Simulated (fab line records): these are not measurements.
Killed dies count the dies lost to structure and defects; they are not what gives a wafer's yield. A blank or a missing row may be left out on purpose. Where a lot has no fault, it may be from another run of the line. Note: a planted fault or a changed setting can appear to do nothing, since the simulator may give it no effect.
Which tool was responsible?    flow n5Finfet    11 lots with 32 wafers sampled at 4 steps, on a route of 1938 steps

WHAT THE GAUGES READ, wafer by wafer
Not one reading of a measure or inspect step in the record can be checked against a usual standard deviation.

EACH LOT AND THE TOOL THAT RAN IT (in order: tool; ch and the chambers of the sampled wafers; start)
lot   N5_MIM_BOT_ETCH_ETCH_03           N5_PASSIVATION_VIA_ETCH_13         N5_PASSIVATION_DEGAS_18      N5_PASSIVATION_PECVD_35
L257  rieMetal-02 ch 0,1, day 12 15:08  rieDiel-04 ch 1,2,3, day 12 18:47  pvdSputter-01, day 12 19:59  pecvd-03 ch 0,1,2, day 12 22:05
L260  rieMetal-03 ch 0,1, day 14 00:39  rieDiel-01 ch 0,2, day 14 01:59    pvdSputter-03, day 14 02:38  pecvd-04 ch 0,1,2, day 14 04:35
L261  rieMetal-02 ch 0,1, day 14 12:40  rieDiel-03 ch 0,3, day 14 21:19    pvdSputter-03, day 14 21:46  pecvd-04 ch 0,1, day 14 23:58
L264  rieMetal-01 ch 0, day 14 13:12    rieDiel-04 ch 0,3, day 14 18:53    pvdSputter-02, day 14 19:19  pecvd-03 ch 0,1, day 14 21:16
L263  rieMetal-01 ch 0,1, day 14 23:46  rieDiel-01 ch 0,2, day 15 04:24    pvdSputter-03, day 15 05:20  pecvd-03 ch 0,1,2, day 15 07:38
L268  rieMetal-03 ch 0,1, day 16 02:28  rieDiel-01 ch 0,1, day 16 06:29    pvdSputter-01, day 16 07:02  pecvd-03 ch 1,2, day 16 09:25
L266  rieMetal-02 ch 0,1, day 16 07:32  rieDiel-01 ch 0,1,2, day 16 09:22  pvdSputter-01, day 16 09:56  pecvd-03 ch 1,2, day 16 13:06
L267  rieMetal-01 ch 1, day 16 16:35    rieDiel-04 ch 0,1,2, day 16 19:10  pvdSputter-03, day 16 19:56  pecvd-03 ch 1,2, day 16 22:01
L270  rieMetal-02 ch 0,1, day 17 03:07  rieDiel-01 ch 0,3, day 17 09:07    pvdSputter-02, day 17 09:37  pecvd-01 ch 0,1, day 17 12:12
L274  rieMetal-02 ch 0,1, day 18 18:08  rieDiel-03 ch 0,1,3, day 18 23:38  pvdSputter-01, day 19 00:04  pecvd-01 ch 0,1, day 19 02:02
L275  rieMetal-01 ch 0,1, day 18 18:28  rieDiel-04 ch 1,3, day 18 23:22    pvdSputter-02, day 18 23:47  pecvd-03 ch 0,1,2, day 19 01:56
- N5_MIM_BOT_ETCH_ETCH_03: etches the open film in Cl2/BCl3, target depth 12 nm.
- N5_PASSIVATION_VIA_ETCH_13: etches SiO2 in CHF3/O2, target depth 660 nm, time 330 s.
- N5_PASSIVATION_DEGAS_18: time 60 s.
- N5_PASSIVATION_PECVD_35: deposits SiNx from SiH4/NH3/N2, target thk 700 nm, time 151.3 s.

AS READ BY THE TOOLS THEMSELVES (means over the sampled wafers that have a number; for cases with no such wafer, the mark the record gives instead)
N5_MIM_BOT_ETCH_ETCH_03.
lot   tool         drypumpMotorCurrentA (A)  oesProductAu (a.u.)  throttleValvePct (%)
L257  rieMetal-02  5.68                      0.83                 27.49
L260  rieMetal-03  6.16                      0.80                 27.63
L261  rieMetal-02  5.59                      0.83                 27.47
L264  rieMetal-01  6.20                      0.67                 27.63
L263  rieMetal-01  6.12                      0.77                 27.69
L268  rieMetal-03  6.12                      0.74                 27.48
L266  rieMetal-02  5.69                      0.81                 27.50
L267  rieMetal-01  5.98                      0.92                 27.83
L270  rieMetal-02  5.64                      0.80                 27.50
L274  rieMetal-02  5.60                      0.79                 27.49
L275  rieMetal-01  6.16                      0.94                 27.24

N5_PASSIVATION_VIA_ETCH_13.
lot   tool        drypumpMotorCurrentA (A)  etchRfOnTimeS (s)  oesProductAu (a.u.)  rfVppV (V)  showerheadPlenumPTorr (Torr)  throttleValvePct (%)
L257  rieDiel-04  6.3                       242                0.69                 539         2.39                          19.10
L260  rieDiel-01  5.2                       233                0.77                 517         2.40                          18.66
L261  rieDiel-03  5.8                       238                0.85                 535         2.46                          18.56
L264  rieDiel-04  6.0                       232                0.74                 526         2.39                          19.16
L263  rieDiel-01  5.2                       240                0.76                 517         2.40                          18.66
L268  rieDiel-01  5.1                       230                0.83                 512         2.37                          18.79
L266  rieDiel-01  5.4                       228                0.80                 515         2.37                          18.70
L267  rieDiel-04  6.0                       233                0.72                 536         2.44                          19.10
L270  rieDiel-01  5.6                       234                0.73                 522         2.38                          18.84
L274  rieDiel-03  5.5                       235                0.72                 533         2.42                          18.71
L275  rieDiel-04  6.5                       240                0.71                 538         2.46                          19.01

N5_PASSIVATION_DEGAS_18.
lot   tool           heaterPowerW (W)
L257  pvdSputter-01  452
L260  pvdSputter-03  454
L261  pvdSputter-03  463
L264  pvdSputter-02  469
L263  pvdSputter-03  472
L268  pvdSputter-01  424
L266  pvdSputter-01  445
L267  pvdSputter-03  481
L270  pvdSputter-02  479
L274  pvdSputter-01  451
L275  pvdSputter-02  502

N5_PASSIVATION_PECVD_35.
lot   tool      heaterPowerW (W)  runLengthS (s)  showerheadPlenumPTorr (Torr)  throttleValvePct (%)
L257  pecvd-03  407               195.3           8.78                          28.4
L260  pecvd-04  411               195.1           8.73                          29.3
L261  pecvd-04  375               194.6           8.74                          29.4
L264  pecvd-03  416               195.7           8.79                          28.4
L263  pecvd-03  389               195.2           8.80                          28.4
L268  pecvd-03  333               181.3           8.77                          28.4
L266  pecvd-03  351               181.4           8.76                          28.4
L267  pecvd-03  382               181.4           8.81                          28.5
L270  pecvd-01  382               195.2           8.71                          31.0
L274  pecvd-01  368               195.0           8.70                          30.3
L275  pecvd-03  353               195.5           8.79                          28.5

THE ANSWER, worked out from the rows above alone
Rule: the usual values come from the lots themselves. The widest of any qualifying gaps counts: lots, ordered by their means at a reading, are off when they make up no more than a third of the lots, leave a main group of 4 or more, and stand apart from it by 3 or more times the standard deviation of that group's means. A main group whose means are all the same, to the digits that the tables above print for the reading, isn't used. A lot without any number at a reading at which 4 lots or more have one is off too. Any other lot the step has rows for is counted as sound. The gauges are gone through in route order, then the tools' own readings, and for those a lot's mean is taken as printed above. The first step at which some lot is off is used, and at that step the reading that is off furthest; a lot without a number counts as furthest.
Off: L268, L266, L267 (N5_PASSIVATION_PECVD_35, runLengthS). Mean 195.2 s and standard deviation 0.31 in the main group.
A tool fits if, at that step or a process step before it, it ran every lot that is off, and no sound lot after the first of them. None of those tried fits.

WHAT HAD BEEN PUT IN BY THE SIMULATOR
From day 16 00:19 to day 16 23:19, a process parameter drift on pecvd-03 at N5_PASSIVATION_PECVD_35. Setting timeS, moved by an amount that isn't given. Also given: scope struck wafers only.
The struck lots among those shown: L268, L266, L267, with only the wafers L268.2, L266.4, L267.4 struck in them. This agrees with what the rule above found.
